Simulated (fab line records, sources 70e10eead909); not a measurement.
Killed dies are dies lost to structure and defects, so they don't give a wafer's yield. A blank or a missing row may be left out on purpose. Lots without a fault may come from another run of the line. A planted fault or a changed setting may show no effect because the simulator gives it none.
fab line records | flow nand_harc
record lots=7 wafers=20 last_day=33
route steps=1302 shown A_CHANNEL_HOLE_D1@471 END@1302
lots that met no fault: from a run of the same line without faults
start_h: hours from the record's first day to the start of the lot's first wafer shown | wait_h: hours since the lot's step before | " the same as in the row above | L1.1+2: a row that stands for several wafers | - no value, or no start given | * or withheld: withheld | < > ~ a bound
route shown NAME@n: a module of which the file shows steps, and the number in the route of the first | usual: mean/standard deviation of fault-free wafers | same: alike in all rows | chamber/n: place in a boat | sites: the reading at each site | _std_site: their standard deviation | _edge_site: outer sites' mean less inner sites' | radius_mm: how far each site lies from the wafer's centre | mask NAME#n: copy n | behind: the tool/chamber that last shaped the wafer | hold: why the lot was held/for how many hours/how that ended | device: the transistor (n, p or np) that didn't switch | end of line: the same wafers' tests at the end of the route | a step without rows: its recipe alone | killed: dies lost to structure and defects at the first sort, not the wafer's yield | map: a wafer's dies, x killed, . not, _ none there
set.NAME: the setting as run; set.NAME@STEP: as run at that earlier step | model.NAME: the simulator's own value behind a step, which no gauge read
lots at some steps of the route; a table a step, a row a wafer
services: from which hour (start_h, from the record's first day; less than 0 if before it) a tool's chamber was out of use, for how many hours, and why
## steps
# step NHARC_A_CHANNEL_HOLE_D1_ETCH_19
# recipe bias_v=1200 source_w=2500 pressure_mtorr=15 time_s=34.5 ar_flow_sccm=375 c4f8_flow_sccm=28.8 o2_flow_sccm=96.2 temp_c=-20 target_depth_a=* chemistry=C4F8/O2/Ar
# step NHARC_A_CHANNEL_HOLE_D1_ETCH_20
# recipe bias_v=3000 source_w=withheld pressure_mtorr=20 time_s=361.9 ar_flow_sccm=375 c4f8_flow_sccm=89.3 o2_flow_sccm=35.7 temp_c=-20 target_depth_a=16000 chemistry=C4F8/O2/Ar
# step NHARC_A_CHANNEL_HOLE_D1_ETCH_21
# recipe bias_v=3000 source_w=withheld pressure_mtorr=20 time_s=514.3 ar_flow_sccm=375 c4f8_flow_sccm=89.3 o2_flow_sccm=35.7 temp_c=-20 target_depth_a=16000 chemistry=C4F8/O2/Ar
# usual drypump_motor_current_A=5.3/0.62 o2_flow_sccm=35.69/0.11 showerhead_plenum_p_Torr=3.66/0.096 throttle_valve_pct=32.155/0.0091
# columns lot.wafer tool chamber start_h wait_h drypump_motor_current_A o2_flow_sccm rf_hours_counter_h showerhead_plenum_p_Torr throttle_valve_pct
L833.2 har_etch-02 1 179.88 0.3 4.7 35.73 287 3.77 32.143
L833.4 " 0 " " 4.8 35.60 - 3.60 32.152
L833.3 " 1 " " 4.7 35.63 - 3.77 32.166
L837.3 har_etch-02 0 215.08 0.3 4.9 35.58 - 3.59 32.141
L837.5 " 0 " " 4.9 35.65 - 3.59 32.145
L837.6 " 1 " " 4.7 35.51 - 3.76 32.152
L845.4 har_etch-01 1 297.62 0.3 6.2 35.69 - 3.56 32.157
L845.6 " 1 " " 6.2 35.53 - 3.56 32.166
L845.5 " 0 " " 5.6 35.77 - 3.69 32.144
L846.1 har_etch-02 1 323.66 0.3 4.7 35.65 375 3.72 32.160
L846.2 " 0 " " 4.9 35.75 359 3.56 32.160
L846.5 " 1 " " 4.6 35.68 - 3.72 32.151
L853.1 har_etch-01 0 388.30 0.3 5.6 35.69 206 3.66 32.149
L853.5 " 0 " " 5.6 35.71 - 3.66 32.139
L854.1 har_etch-01 0 392.38 0.3 5.6 35.77 210 3.66 32.150
L854.4 " 1 " " 6.2 35.74 - 3.53 32.156
L854.5 " 0 " " 5.6 35.65 - 3.66 32.159
L855.1 har_etch-02 0 402.83 0.3 4.9 35.72 8 3.93 32.167
L855.2 " 1 " " 4.7 35.64 8 3.70 32.158
L855.5 " 1 " " 4.7 35.94 - 3.70 32.151
# step NHARC_A_CHANNEL_HOLE_D1_ETCH_22
# recipe bias_v=3000 source_w=withheld pressure_mtorr=20 time_s=666.7 ar_flow_sccm=375 c4f8_flow_sccm=89.3 o2_flow_sccm=35.7 temp_c=-20 target_depth_a=16000 chemistry=C4F8/O2/Ar
# usual drypump_motor_current_A=5.3/0.62 o2_flow_sccm=35.70/0.096 showerhead_plenum_p_Torr=3.66/0.096 throttle_valve_pct=32.155/0.009
# columns lot.wafer tool chamber start_h wait_h drypump_motor_current_A o2_flow_sccm rf_hours_counter_h showerhead_plenum_p_Torr throttle_valve_pct
L833.2 har_etch-02 1 180.34 0.4 4.7 35.66 287 3.77 32.161
L833.4 " 0 " " 4.9 35.78 - 3.60 32.162
L833.3 " 1 " " 4.7 35.69 - 3.77 32.153
L837.3 har_etch-02 0 215.56 0.4 4.9 35.63 - 3.59 32.146
L837.5 " 0 " " 4.9 35.52 - 3.59 32.127
L837.6 " 1 " " 4.7 35.60 - 3.76 32.158
L845.4 har_etch-01 1 298.10 0.4 6.2 35.87 - 3.56 32.154
L845.6 " 1 " " 6.2 35.53 - 3.56 32.154
L845.5 " 0 " " 5.6 35.69 - 3.69 32.163
L846.1 har_etch-02 1 324.11 0.4 4.7 35.69 375 3.72 32.164
L846.2 " 0 " " 4.9 35.51 360 3.56 32.158
L846.5 " 1 " " 4.6 35.78 - 3.72 32.158
L853.1 har_etch-01 0 388.76 0.4 5.6 35.69 207 3.66 32.149
L853.5 " 0 " " 5.6 35.79 - 3.66 32.148
L854.1 har_etch-01 0 392.82 0.4 5.6 35.72 211 3.66 32.159
L854.4 " 1 " " 6.2 35.65 - 3.53 32.169
L854.5 " 0 " " 5.6 35.72 - 3.66 32.156
L855.1 har_etch-02 0 403.27 0.4 4.9 35.77 9 3.93 32.164
L855.2 " 1 " " 4.7 35.73 9 3.70 32.149
L855.5 " 1 " " 4.7 35.63 - 3.70 32.133
# step NHARC_A_CHANNEL_HOLE_D1_ETCH_23
# recipe bias_v=5000 source_w=withheld pressure_mtorr=20 time_s=819 ar_flow_sccm=375 c4f8_flow_sccm=89.3 o2_flow_sccm=35.7 temp_c=-20 target_depth_a=16000 chemistry=C4F8/O2/Ar
# step NHARC_A_CHANNEL_HOLE_D1_ETCH_24
# recipe bias_v=5000 source_w=withheld pressure_mtorr=20 time_s=906.2 ar_flow_sccm=375 c4f8_flow_sccm=93.8 o2_flow_sccm=31.2 temp_c=-20 target_depth_a=15000 chemistry=C4F8/O2/Ar
# usual drypump_motor_current_A=5.3/0.62 o2_flow_sccm=31.21/0.089 showerhead_plenum_p_Torr=3.65/0.095 throttle_valve_pct=32.235/0.0093
# columns lot.wafer tool chamber start_h wait_h drypump_motor_current_A o2_flow_sccm rf_hours_counter_h showerhead_plenum_p_Torr throttle_valve_pct
L833.2 har_etch-02 1 181.65 0.6 4.7 31.24 289 3.77 32.239
L833.4 " 0 " " 4.9 31.30 - 3.60 32.227
L833.3 " 1 " " 4.6 31.19 - 3.77 32.243
L837.3 har_etch-02 0 216.88 0.6 4.8 31.41 - 3.58 32.234
L837.5 " 0 " " 4.8 31.11 - 3.58 32.232
L837.6 " 1 " " 4.6 31.22 - 3.75 32.240
L845.4 har_etch-01 1 299.41 0.6 6.2 31.14 - 3.55 32.229
L845.6 " 1 " " 6.2 31.20 - 3.55 32.243
L845.5 " 0 " " 5.6 31.12 - 3.69 32.237
L846.1 har_etch-02 1 325.38 0.6 4.7 31.22 377 3.72 32.229
L846.2 " 0 " " 4.9 31.14 361 3.56 32.227
L846.5 " 1 " " 4.6 31.35 - 3.72 32.262
L853.1 har_etch-01 0 390.05 0.6 5.6 31.26 208 3.66 32.236
L853.5 " 0 " " 5.6 31.09 - 3.66 32.240
L854.1 har_etch-01 0 394.07 0.6 5.6 31.07 212 3.66 32.241
L854.4 " 1 " " 6.2 31.32 - 3.52 32.236
L854.5 " 0 " " 5.6 31.13 - 3.66 32.232
L855.1 har_etch-02 0 404.55 0.6 4.9 31.16 10 3.92 32.239
L855.2 " 1 " " 4.6 31.21 10 3.69 32.235
L855.5 " 1 " " 4.7 31.10 - 3.69 32.243
# step NHARC_A_CHANNEL_HOLE_D1_ETCH_25
# recipe bias_v=5000 source_w=withheld pressure_mtorr=20 time_s=1040.2 ar_flow_sccm=375 c4f8_flow_sccm=93.8 o2_flow_sccm=31.2 temp_c=-20 target_depth_a=15000 chemistry=C4F8/O2/Ar
# usual drypump_motor_current_A=5.3/0.62 o2_flow_sccm=31.20/0.1 showerhead_plenum_p_Torr=3.65/0.095 throttle_valve_pct=32.233/0.009
# columns lot.wafer tool chamber start_h wait_h drypump_motor_current_A o2_flow_sccm rf_hours_counter_h showerhead_plenum_p_Torr throttle_valve_pct
L833.2 har_etch-02 1 182.45 0.7 4.7 31.38 289 3.77 32.243
L833.4 " 0 " " 4.9 31.02 - 3.60 32.237
L833.3 " 1 " " 4.6 31.26 - 3.77 32.220
L837.3 har_etch-02 0 217.70 0.7 4.8 31.50 - 3.58 32.245
L837.5 " 0 " " 4.9 31.42 - 3.58 32.237
L837.6 " 1 " " 4.7 31.17 - 3.75 32.237
L845.4 har_etch-01 1 300.22 0.7 6.2 31.26 - 3.55 32.223
L845.6 " 1 " " 6.2 31.18 - 3.55 32.219
L845.5 " 0 " " 5.6 31.29 - 3.69 32.231
L846.1 har_etch-02 1 326.14 0.6 4.7 31.34 377 3.72 32.231
L846.2 " 0 " " 4.8 31.11 362 3.56 32.233
L846.5 " 1 " " 4.7 31.26 - 3.72 32.220
L853.1 har_etch-01 0 390.84 0.7 5.6 31.11 209 3.66 32.242
L853.5 " 0 " " 5.6 31.24 - 3.66 32.234
L854.1 har_etch-01 0 394.83 0.6 5.6 31.29 213 3.66 32.239
L854.4 " 1 " " 6.2 31.13 - 3.52 32.222
L854.5 " 0 " " 5.6 31.26 - 3.66 32.216
L855.1 har_etch-02 0 405.32 0.6 4.9 31.25 11 3.92 32.239
L855.2 " 1 " " 4.7 31.11 11 3.69 32.228
L855.5 " 1 " " 4.7 31.23 - 3.69 32.245
# step NHARC_A_CHANNEL_HOLE_D1_ETCH_26
# recipe bias_v=300 source_w=2000 pressure_mtorr=30 time_s=224.1 ar_flow_sccm=375 c4f8_flow_sccm=11.4 o2_flow_sccm=113.6 temp_c=-20 target_depth_a=3000 chemistry=C4F8/O2/Ar
# step NHARC_A_CHANNEL_HOLE_D1_ETCH_33
# recipe bias_v=400 source_w=2000 pressure_mtorr=25 time_s=90 ar_flow_sccm=375 c4f8_flow_sccm=41.7 o2_flow_sccm=83.3 temp_c=-20 target_depth_a=4000 chemistry=C4F8/O2/Ar
# usual drypump_motor_current_A=5.3/0.62 o2_flow_sccm=83.25/0.23 showerhead_plenum_p_Torr=3.69/0.099 throttle_valve_pct=27.621/0.0093
# columns lot.wafer tool chamber start_h wait_h drypump_motor_current_A o2_flow_sccm rf_hours_counter_h showerhead_plenum_p_Torr throttle_valve_pct
L833.2 har_etch-02 1 183.43 0.2 4.7 83.08 290 3.81 27.625
L833.4 " 0 " " 4.9 83.43 - 3.64 27.618
L833.3 " 1 " " 4.7 83.46 - 3.81 27.624
L837.3 har_etch-02 0 218.54 0.2 4.8 83.38 - 3.62 27.618
L837.5 " 0 " " 4.9 83.19 - 3.62 27.607
L837.6 " 1 " " 4.6 83.22 - 3.80 27.616
L845.4 har_etch-01 1 301.07 0.2 6.2 83.29 - 3.59 27.633
L845.6 " 1 " " 6.2 83.45 - 3.59 27.606
L845.5 " 0 " " 5.6 83.13 - 3.73 27.608
L846.1 har_etch-02 1 327.22 0.2 4.7 83.60 378 3.76 27.614
L846.2 " 0 " " 4.8 83.27 363 3.60 27.609
L846.5 " 1 " " 4.7 83.06 - 3.76 27.618
L853.1 har_etch-01 0 391.80 0.2 5.6 83.01 210 3.70 27.622
L853.5 " 0 " " 5.6 83.02 - 3.70 27.618
L854.1 har_etch-01 0 395.93 0.2 5.6 83.29 214 3.70 27.625
L854.4 " 1 " " 6.2 83.31 - 3.56 27.630
L854.5 " 0 " " 5.6 83.51 - 3.70 27.641
L855.1 har_etch-02 0 406.39 0.2 4.9 83.46 12 3.97 27.633
L855.2 " 1 " " 4.7 83.25 12 3.74 27.609
L855.5 " 1 " " 4.6 83.23 - 3.74 27.634
# step NHARC_A_CHANNEL_HOLE_D1_STRIP_41
# recipe n2_flow_sccm=150 h2_flow_sccm=150 ar_flow_sccm=0 bias_w=0 chemistry=N2/H2
# step NHARC_A_CHANNEL_HOLE_D1_STRIP_42
# recipe cf4_flow_sccm=100 chf3_flow_sccm=30 ar_flow_sccm=0 bias_w=0 chemistry=CF4/CHF3
# step NHARC_A_CHANNEL_HOLE_D1_STRIP_43
# recipe o2_flow_sccm=400 cos_flow_sccm=20 ar_flow_sccm=0 bias_w=0 chemistry=O2/COS
# step NHARC_A_CHANNEL_HOLE_D1_ETCH_44
# recipe target_depth_a=1400 overetch_a=140 time_s=77 ion_energy_ev=100 cf4_flow_sccm=80 o2_flow_sccm=20 ar_flow_sccm=0 rf_w=300 bias_w=100 chemistry=CF4/O2
# usual drypump_motor_current_A=5.8/0.63 o2_flow_sccm=20.00/0.06 oes_product_au=1.003/0.013 rf_vpp_V=197.2/1.2 showerhead_plenum_p_Torr=1.30/0.04 throttle_valve_pct=13.399/0.0085
# columns lot.wafer tool chamber start_h wait_h drypump_motor_current_A o2_flow_sccm oes_product_au rf_hours_counter_h rf_vpp_V showerhead_plenum_p_Torr throttle_valve_pct
L833.3 rie_diel-11 3 184.17 0.1 6.2 20.01 0.999 9 197.1 1.32 13.408
L833.4 " 1 " " 6.4 19.99 0.979 7 197.6 1.32 13.394
L833.2 " 2 " " 4.8 19.96 1.021 8 196.7 1.27 13.394
L837.3 rie_diel-11 2 219.31 0.1 4.8 20.09 1.016 11 196.0 1.27 13.382
L837.6 " 1 " " 6.4 19.94 0.993 - 196.8 1.32 13.398
L837.5 " 2 " " 4.8 20.07 1.014 - 195.4 1.27 13.375
L845.4 rie_diel-11 3 301.76 0.1 6.2 19.95 1.012 3 197.6 1.32 13.408
L845.5 " 2 " " 4.8 19.95 1.001 - 197.5 1.27 13.404
L845.6 " 3 " " 6.2 19.95 1.001 - 196.1 1.32 13.407
L846.2 rie_diel-11 0 327.98 0.1 5.5 19.92 1.008 5 196.2 1.27 13.390
L846.1 " 1 " " 6.5 20.10 0.987 5 197.4 1.32 13.393
L846.5 " 3 " " 6.2 20.05 0.993 - 197.8 1.32 13.402
L853.1 rie_diel-11 0 392.54 0.1 5.5 20.08 0.939 11 197.1 1.27 13.392
L853.5 " 1 " " 6.5 20.00 0.990 - 196.3 1.32 13.399
L854.4 rie_diel-11 1 396.69 0.1 6.5 19.97 0.996 12 197.7 1.32 13.390
L854.1 " 3 " " 6.2 20.04 0.925 13 197.4 1.32 13.389
L854.5 " 0 " " 5.5 20.04 1.027 - 196.2 1.27 13.402
L855.2 rie_diel-11 1 407.15 0.1 6.5 20.02 0.982 13 197.7 1.32 13.397
L855.1 " 2 " " 4.8 19.98 0.926 11 198.5 1.27 13.407
L855.5 " 3 " " 6.2 19.94 0.987 - 197.3 1.32 13.389
# step NHARC_A_CHANNEL_HOLE_D1_STRIP_27
# recipe o2_flow_sccm=500 ar_flow_sccm=0 bias_w=0 chemistry=O2
# step NHARC_END_SORT_01
# recipe temp_c=25
# usual killed_at_array=52/17 killed_at_other=1.2/1.4 killed_at_periphery=4.7/2.9 killed_dies=58/17 killed_open=3.2/1.9 killed_short=2.4/1.4
# same gross_dies=677
# columns lot.wafer tool chamber start_h wait_h killed_at_array killed_at_other killed_at_periphery killed_dies killed_open killed_short
L837.3 prober-01 0 585.27 3.1 61 1 6 68 3 3
L837.5 prober-01 0 586.84 3.6 47 3 4 54 2 3
L837.6 prober-01 0 587.63 3.9 67 3 4 74 4 0
L853.1 prober-01 0 769.88 2.5 653 0 2 655 1 2
L854.1 prober-02 0 772.88 2.5 657 1 3 661 3 0
L855.1 prober-01 0 778.57 2.5 654 0 10 664 1 3
# killed by level:class
L837.3 A_CHANNEL_HOLE_D1:chamber_film_flake=30 A_SLIT:chamber_film_flake=15 A_CONTACT:chamber_film_flake=6 A_CHANNEL_HOLE_D2:chamber_film_flake=4 P_GATE:geometric_particle:open=2 P_M2:chamber_film_flake=2 A_CHANNEL_FILL_D1:geometric_particle:short=1 A_ONON_D2:geometric_particle:short=1
L837.5 A_CHANNEL_HOLE_D1:chamber_film_flake=24 A_SLIT:chamber_film_flake=8 A_CHANNEL_HOLE_D2:chamber_film_flake=5 A_CONTACT:chamber_film_flake=3 THIN_TSV:chamber_film_flake=3 P_CONTACT:chamber_film_flake=2 A_CHANNEL_FILL_D2:chamber_film_flake=2 P_CONTACT:geometric_particle:short=1
L837.6 A_SLIT:chamber_film_flake=28 A_CHANNEL_HOLE_D1:chamber_film_flake=18 A_CHANNEL_HOLE_D2:chamber_film_flake=8 A_CHANNEL_FILL_D2:chamber_film_flake=3 A_CONTACT:chamber_film_flake=3 THIN_TSV:chamber_film_flake=3 P_ZERO_WELL:chamber_film_flake=2 A_STAIRCASE:chamber_film_flake=2
L853.1 A_CHANNEL_HOLE_D1:area_etch=574 A_SLIT:chamber_film_flake=25 A_CHANNEL_HOLE_D2:chamber_film_flake=20 A_CHANNEL_HOLE_D1:chamber_film_flake=14 A_CONTACT:chamber_film_flake=7 A_BLC:chamber_film_flake=5 A_WL_FILL:chamber_film_flake=3 P_ZERO_WELL:chamber_film_flake=2
L854.1 A_CHANNEL_HOLE_D1:area_etch=624 A_CHANNEL_HOLE_D1:chamber_film_flake=19 A_SLIT:chamber_film_flake=7 P_M2:chamber_film_flake=2 A_WL_FILL:chamber_film_flake=2 A_M1:chamber_film_flake=2 P_M1:geometric_particle:open=1 A_DECK1_JOINT:geometric_particle:open=1
L855.1 A_CHANNEL_HOLE_D1:area_etch=609 A_CHANNEL_HOLE_D2:chamber_film_flake=28 A_CONTACT:chamber_film_flake=6 P_M2:chamber_film_flake=5 A_SLIT:chamber_film_flake=5 P_ZERO_WELL:chamber_film_flake=3 A_STAIRCASE:chamber_film_flake=3 P_M0:geometric_particle:short=1
# map L853.1 (x killed, . not)
____________x____________
_________xxxxxxx_________
_______xxxxxxxxxxx_______
______xxxxxxxxxxxxx______
_____xxxxxxxxxxxxxxx_____
____xxxxxxxxxxxxxxxxx____
____xxxxxxxxxxxxxxxxx____
___xxxxxxxxxxxxxxxxxxx___
___xxxxxxxxxxxxxxxxxxx___
__xxxxxxxxxxxxxxxxxxxxx__
__xxxxxxxxxxxxxxxxxxxxx__
_xxxxxxxxxxx.xxxxxxxxxxx_
_xxxxxxxxxxxxxxx.xxxxxxx_
_xxxxxx.xxxxxxxxxxxxxxxx_
_xxxxxxx.xxxxxxxxxxxx.xx_
_xxxxxxx.xxxx.x.x.xxxxxx_
xxxxxxxxxxxxxxxxxxxxxxxxx
xxxxxxxxxxxxxxxx.x.xxxxxx
xxxxxxxxxxxxxxxxxxxxxxxxx
xxxxxxxxxxxxx.xxxxxx.xxxx
xxxxxxxx.xxxxxxxxxxxxxxxx
_xxxxxxxxxxxxx.xxxxxxxxx_
_xxxxxxxxxxxxxx.xxxxxxxx_
_xxxxxx.xxxx.xxxxxxxxxxx_
_xxxxxxxxxxxxxxx.xxxxxxx_
_xxxxxxxxxxxxxxxxxxxxxxx_
__xxxxxxxxxx.xxxxxxxxxx__
__xxxxxxxxxxx.xxxxxxxxx__
___xxxxxxxxxxxxxxxxxxx___
___xxxxxxxxxxxxxxxxxxx___
____xxxxxxxxxxxxxxxxx____
____xxxxxxxxxxxxxxxxx____
_____xxxxxxxxxxxxxxx_____
______xxxxxxxxxxxxx______
_______x.xxxxxxxxx_______
_________xxxxxxx_________
____________x____________
# map L854.1 (x killed, . not)
____________x____________
_________xxxxxxx_________
_______xxxxxxxxxx._______
______xxxxxxxxxxxxx______
_____xxxxxxxxxxxxxxx_____
____xxxxxxxxxxxxxxxxx____
____xxxxxxxxxxxxxxx.x____
___xxxxxxxxxxxxxxxxxxx___
___xxxxxxxxx.xxxxxxxxx___
__xxxxxxxxxxxxxxxxxxxxx__
__xxxxxxxxxxxxxxx.xxxxx__
_xxxxxxxxxxxxxxxxxxxxxxx_
_xxxxxxxxxxxxxxxxxxxxxxx_
_xxxxxxxxxxxxxxxxxxxxxxx_
_xxxxxxxxxxxxxxxxxxxxxxx_
_xxxxxxxxxxxx..x.xxxxxxx_
xxxxxxxxxxxxxxxxxxxxxxxxx
xxxxxxxxxxxxxxxxxxxxxxx.x
xxxxxxxxxxxxxxx.xxxxxxxxx
xxxxxxxxxxxxxxxxxxxxxxxxx
xxxxxxxxxxxxxxxxx.xxxxxxx
_xxxxxxxxxxxxxx.xxxx.xxx_
_xxxxxxxxxxxxxxxxxxx.xxx_
_xxxxxxxxxxxxxxxxxxxxxxx_
_xxxxxxxxxxxxxxxx.xxxxxx_
_xxxxxxxxxxxxxx.xxxxxxxx_
__xxxxxxxxxxxxxxxxxxxxx__
__xxxxxxxxxxxxxxxxxxxxx__
___xxxxxxxxxxxxxxxxxxx___
___xxxxxxxxxxxxxxxxxxx___
____xxxxxxxxxxxxxxxxx____
____xxxxxxxxxx.xxxxxx____
_____xxxxxxxxxxxxxxx_____
______xxxxxxxxxxxxx______
_______xxxxxxxxxxx_______
_________xxxxxxx_________
____________x____________
## services
# columns tool chamber start_h hours kind
rie_diel-11 0 161.01 - clean
rie_diel-11 1 161.01 - clean
rie_diel-11 2 161.01 - clean
rie_diel-11 3 161.01 - clean
rie_diel-11 0 185.52 - clean
rie_diel-11 1 185.52 - clean
rie_diel-11 2 185.52 - clean
rie_diel-11 3 185.52 - clean
rie_diel-11 1 222.13 6.3 repair
rie_diel-11 - 255.51 9.0 pm
har_etch-02 0 256.18 - consumable_replace:focus_ring
har_etch-02 0 256.18 17.0 scheduled_down
har_etch-02 0 256.18 17.0 vent_cycle
rie_diel-11 2 277.51 4.8 repair
rie_diel-11 2 350.93 13.2 repair
har_etch-02 - 377.00 17.0 pm
har_etch-02 0 377.00 17.0 vent_cycle
har_etch-02 1 377.00 17.0 vent_cycle
rie_diel-11 0 377.43 8.8 repair
rie_diel-11 - 388.55 0.5 repair
har_etch-02 0 394.00 - clean
har_etch-02 0 394.00 - consumable_replace:showerhead
har_etch-02 1 394.00 - clean
har_etch-02 1 394.00 - consumable_replace:focus_ring
## key
first_sign step=NHARC_A_CHANNEL_HOLE_D1_ETCH_44 reading=oes_product_au direction=down sigmas=5.5 usual=1.003 struck=0.930
effect step=NHARC_END_SORT_01 reading=killed_at_array direction=up sigmas=36 usual=52 struck=655
more_kills_born_at NHARC_A_CHANNEL_HOLE_D1_ETCH_44@rie_diel-11=1807
met_at NHARC_A_CHANNEL_HOLE_D1_ETCH_44
struck_wafers L853.1,L854.1,L855.1
later_rows_left_out L853.1,L854.1,L855.1
tester_left_out L853,L854,L855
onset_between 327.98 392.54
fault kind=process_parameter_drift tool=rie_diel-11 chamber=- onset_h=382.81 steps=NHARC_A_CHANNEL_HOLE_D1_ETCH_44 channel=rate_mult offset=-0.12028 shape=step end_h=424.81 scope=struck_wafers_only
# tester_left_out: of these lots the tester's yield and bins aren't shown, on N5 and GAA mostly nor the transistor test; their killed dies are dies lost to structure and defects alone, not to doping, threshold or leakage, so they don't give the yield
# later_rows_left_out: the simulator's readings of these wafers behind a module that went badly wrong aren't trusted and aren't shown, but for the sort
